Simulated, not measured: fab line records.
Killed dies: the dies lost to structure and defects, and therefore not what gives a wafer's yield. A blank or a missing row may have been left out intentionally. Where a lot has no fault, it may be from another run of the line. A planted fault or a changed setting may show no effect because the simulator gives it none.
Tool commonality check || flow n5_finfet || Sample size 10 lots and 30 wafers

== WHAT PROMPTED THE OPENING ==
Of 10 lots, 2 have the reading CJ_P flagged at N5_BEOL_M4_RC_MEAS_101. No-fault wafers: 5.82, standard deviation 0.2.
Rule: flag the lot when none of its wafers has a number, or when each of its wafers that has one lies beyond 4 standard deviations from that mean. All remaining lots are regarded as sound.

{"lot": "L874", "measured": "day 8 04:23", "on": "prober-01", "CJ_P, wafer by wafer": "5.97 5.54 5.72", "flag": ""}
{"lot": "L876", "measured": "day 8 14:21", "on": "prober-02", "CJ_P, wafer by wafer": "5.96 6.00 5.86", "flag": ""}
{"lot": "L877", "measured": "day 8 21:01", "on": "prober-02", "CJ_P, wafer by wafer": "6.08 6.32 5.92", "flag": ""}
{"lot": "L881", "measured": "day 9 22:11", "on": "prober-01", "CJ_P, wafer by wafer": "2.91 2.87 2.97", "flag": "FLAGGED"}
{"lot": "L883", "measured": "day 10 02:59", "on": "prober-01", "CJ_P, wafer by wafer": "3.05 2.97 3.04", "flag": "FLAGGED"}
{"lot": "L893", "measured": "day 13 02:40", "on": "prober-01", "CJ_P, wafer by wafer": "5.39 5.62 5.60", "flag": ""}
{"lot": "L894", "measured": "day 13 04:31", "on": "prober-01", "CJ_P, wafer by wafer": "5.44 5.40 5.99", "flag": ""}
{"lot": "L895", "measured": "day 13 15:16", "on": "prober-01", "CJ_P, wafer by wafer": "6.00 5.94 6.12", "flag": ""}
{"lot": "L896", "measured": "day 13 20:48", "on": "prober-02", "CJ_P, wafer by wafer": "5.91 5.59 5.99", "flag": ""}
{"lot": "L897", "measured": "day 14 09:07", "on": "prober-02", "CJ_P, wafer by wafer": "5.81 6.11 5.95", "flag": ""}
Average over the flagged lots: 2.97; offset from the usual -2.85, equal to -14 standard deviations.

== WHICH TOOL RAN EACH LOT ==
3 process steps preceding the reading are held in the record, out of 1938 steps in the route. Every cell lists first the tool, next ch and the chambers used by the sampled wafers, and last the start.
{"lot": "L874", "flag": "", "N5_ZERO_LAYER_ETCH_18": "rie_si-01 ch 0,1,2, day 1 13:02", "N5_ZERO_LAYER_STRIP_24": "plasma_asher-02 ch 1, day 1 13:09", "N5_WELL_APT_IMPLANT_15": "implanter-01 ch 0, day 1 14:16"}
{"lot": "L876", "flag": "", "N5_ZERO_LAYER_ETCH_18": "rie_si-04 ch 0,1, day 2 00:58", "N5_ZERO_LAYER_STRIP_24": "plasma_asher-01 ch 0,1, day 2 01:04", "N5_WELL_APT_IMPLANT_15": "implanter-01 ch 0, day 2 02:31"}
{"lot": "L877", "flag": "", "N5_ZERO_LAYER_ETCH_18": "rie_si-01 ch 0,1,3, day 2 06:47", "N5_ZERO_LAYER_STRIP_24": "plasma_asher-01 ch 0,1, day 2 06:55", "N5_WELL_APT_IMPLANT_15": "implanter-02 ch 0, day 2 08:07"}
{"lot": "L881", "flag": "FLAGGED", "N5_ZERO_LAYER_ETCH_18": "rie_si-03 ch 0,3, day 3 06:55", "N5_ZERO_LAYER_STRIP_24": "plasma_asher-02 ch 0, day 3 07:01", "N5_WELL_APT_IMPLANT_15": "implanter-01 ch 0, day 3 08:10"}
{"lot": "L883", "flag": "FLAGGED", "N5_ZERO_LAYER_ETCH_18": "rie_si-03 ch 0,2, day 3 18:56", "N5_ZERO_LAYER_STRIP_24": "plasma_asher-01 ch 0,1, day 3 19:03", "N5_WELL_APT_IMPLANT_15": "implanter-01 ch 0, day 3 20:08"}
{"lot": "L893", "flag": "", "N5_ZERO_LAYER_ETCH_18": "rie_si-01 ch 1,3, day 6 06:55", "N5_ZERO_LAYER_STRIP_24": "plasma_asher-01 ch 0,1, day 6 07:01", "N5_WELL_APT_IMPLANT_15": "implanter-01 ch 0, day 6 08:10"}
{"lot": "L894", "flag": "", "N5_ZERO_LAYER_ETCH_18": "rie_si-04 ch 1,2, day 6 12:50", "N5_ZERO_LAYER_STRIP_24": "plasma_asher-02 ch 0,1, day 6 12:56", "N5_WELL_APT_IMPLANT_15": "implanter-01 ch 0, day 6 13:58"}
{"lot": "L895", "flag": "", "N5_ZERO_LAYER_ETCH_18": "rie_si-03 ch 1,2,3, day 6 18:49", "N5_ZERO_LAYER_STRIP_24": "plasma_asher-01 ch 0,1, day 6 18:55", "N5_WELL_APT_IMPLANT_15": "implanter-01 ch 0, day 6 20:17"}
{"lot": "L896", "flag": "", "N5_ZERO_LAYER_ETCH_18": "rie_si-01 ch 0,2,3, day 7 00:48", "N5_ZERO_LAYER_STRIP_24": "plasma_asher-02 ch 0,1, day 7 00:55", "N5_WELL_APT_IMPLANT_15": "implanter-01 ch 0, day 7 02:05"}
{"lot": "L897", "flag": "", "N5_ZERO_LAYER_ETCH_18": "rie_si-03 ch 0,1,3, day 7 08:31", "N5_ZERO_LAYER_STRIP_24": "plasma_asher-01 ch 0,1, day 7 08:37", "N5_WELL_APT_IMPLANT_15": "implanter-01 ch 0, day 7 09:52"}
What these steps do:
- N5_ZERO_LAYER_ETCH_18: etches Si in HBr/Cl2, target depth 120 nm, time 40 s.
- N5_ZERO_LAYER_STRIP_24: strips in O2.
- N5_WELL_APT_IMPLANT_15
- N5_BEOL_M4_RC_MEAS_101

== FLAGGED AGAINST TOTAL, ONE TOOL AT A TIME (gauges that did the reading follow at the end) ==
{"step": "N5_ZERO_LAYER_ETCH_18", "tool": "rie_si-01", "lots run": 4, "flagged": 0, "share of the flagged lots": "none", "sound lots run after its first flagged lot": "-"}
{"step": "N5_ZERO_LAYER_ETCH_18", "tool": "rie_si-03", "lots run": 4, "flagged": 2, "share of the flagged lots": "all", "sound lots run after its first flagged lot": "2 (L895,L897)"}
{"step": "N5_ZERO_LAYER_ETCH_18", "tool": "rie_si-04", "lots run": 2, "flagged": 0, "share of the flagged lots": "none", "sound lots run after its first flagged lot": "-"}
{"step": "N5_ZERO_LAYER_STRIP_24", "tool": "plasma_asher-01", "lots run": 6, "flagged": 1, "share of the flagged lots": "some", "sound lots run after its first flagged lot": "3 (L893,L895,L897)"}
{"step": "N5_ZERO_LAYER_STRIP_24", "tool": "plasma_asher-02", "lots run": 4, "flagged": 1, "share of the flagged lots": "some", "sound lots run after its first flagged lot": "2 (L894,L896)"}
{"step": "N5_WELL_APT_IMPLANT_15", "tool": "implanter-01", "lots run": 9, "flagged": 2, "share of the flagged lots": "all", "sound lots run after its first flagged lot": "5 (L893,L894,L895,L896,L897)"}
{"step": "N5_WELL_APT_IMPLANT_15", "tool": "implanter-02", "lots run": 1, "flagged": 0, "share of the flagged lots": "none", "sound lots run after its first flagged lot": "-"}
{"step": "N5_BEOL_M4_RC_MEAS_101", "tool": "prober-01", "lots run": 6, "flagged": 2, "share of the flagged lots": "all", "sound lots run after its first flagged lot": "3 (L893,L894,L895)"}
{"step": "N5_BEOL_M4_RC_MEAS_101", "tool": "prober-02", "lots run": 4, "flagged": 0, "share of the flagged lots": "none", "sound lots run after its first flagged lot": "-"}

== WHAT IS ALLOWED BY THE TABLE ==
Every flagged lot was run by 3 rows of the table: rie_si-03 at N5_ZERO_LAYER_ETCH_18, implanter-01 at N5_WELL_APT_IMPLANT_15 and prober-01 at N5_BEOL_M4_RC_MEAS_101.
- rie_si-03 at N5_ZERO_LAYER_ETCH_18: 2 of its 4 lots flagged. After the first flagged lot (L895, L897), sound lots still ran on it; a lasting fault on the whole tool would not permit that.
- implanter-01 at N5_WELL_APT_IMPLANT_15: 2 of its 9 lots flagged. After the first flagged lot (L893, L894, L895, L896, L897), sound lots still ran on it; a lasting fault on the whole tool would not permit that. Its own readings lie more than 4 standard deviations out on every wafer of the flagged lots: dose_ions_cm2, faraday_current_uA.
- prober-01 at N5_BEOL_M4_RC_MEAS_101: 2 of its 6 lots flagged. After the first flagged lot (L893, L894, L895), sound lots still ran on it; a lasting fault on the whole tool would not permit that.
None of the table's rows ran every flagged lot and, after the first, no sound lot.

== WHAT THE SIMULATOR HAD PUT IN ==
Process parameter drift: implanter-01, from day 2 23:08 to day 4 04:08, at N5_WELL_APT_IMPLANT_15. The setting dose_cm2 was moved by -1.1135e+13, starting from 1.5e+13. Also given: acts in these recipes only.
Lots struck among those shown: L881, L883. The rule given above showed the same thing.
